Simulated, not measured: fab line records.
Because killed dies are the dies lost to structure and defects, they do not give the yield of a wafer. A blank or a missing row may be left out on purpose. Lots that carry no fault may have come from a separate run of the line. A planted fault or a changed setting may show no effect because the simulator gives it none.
Matching of chambers    flow nand harc    NHARC_A_STAIRCASE_ALD_420 on ald hk-04 has 4 sister chambers
The step deposits SiO2, target thk 20 nm, pulse time 6 s, ald cycles 200. 8 wafers are shown with their chamber, then 8 later ones without.

== WAFERS WITH THEIR CHAMBER ==
wafer   chamber  heater power w (W)  precursor pulse height rel
L075.1  2        473                 0.962
L075.3  1        430                 0.996
L079.4  3        495                 1.010
L079.5  3        510                 1.001
L080.4  2        477                 1.012
L090.1  1        417                 0.982
L090.5  0        508                 0.974
L091.1  0        502                 1.011

== WAFERS MISSING THEIR CHAMBER ==
wafer   heater power w (W)  precursor pulse height rel
L091.4  421                 0.984
L091.6  495                 0.999
L097.2  414                 0.998
L097.5  516                 0.989
L097.6  497                 0.966
L096.2  418                 1.018
L096.4  500                 0.974
L096.6  501                 1.007

== WHICH CHAMBER EACH WENT THROUGH ==
wafer   from the rows above           in truth
L091.4  1                             1
L091.6  can't be placed: 3 or 0 or 2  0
L097.2  1                             1
L097.5  can't be placed: 0 or 3       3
L097.6  can't be placed: 0 or 3 or 2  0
L096.2  1                             1
L096.4  can't be placed: 0 or 3       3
L096.6  can't be placed: 3 or 0       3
Placed correctly: 3 of 8. These rows do not allow placing 5 (true chamber among the candidates in 5). Wrongly placed: 0.
How it was worked out, from the rows above alone: a wafer's distance from a chamber is the root of the sum, over the readings, of the square of ((its reading less the chamber's mean) divided by the reading's scatter). The wafer belongs to the nearest chamber; if the next one is less than 2 further off, it can't be placed. A chamber's mean is the mean of its shown wafers. The scatter is the square root of a quotient: the sum, over the shown wafers, of each reading's squared deviation from its chamber's mean, divided by wafers minus chambers.
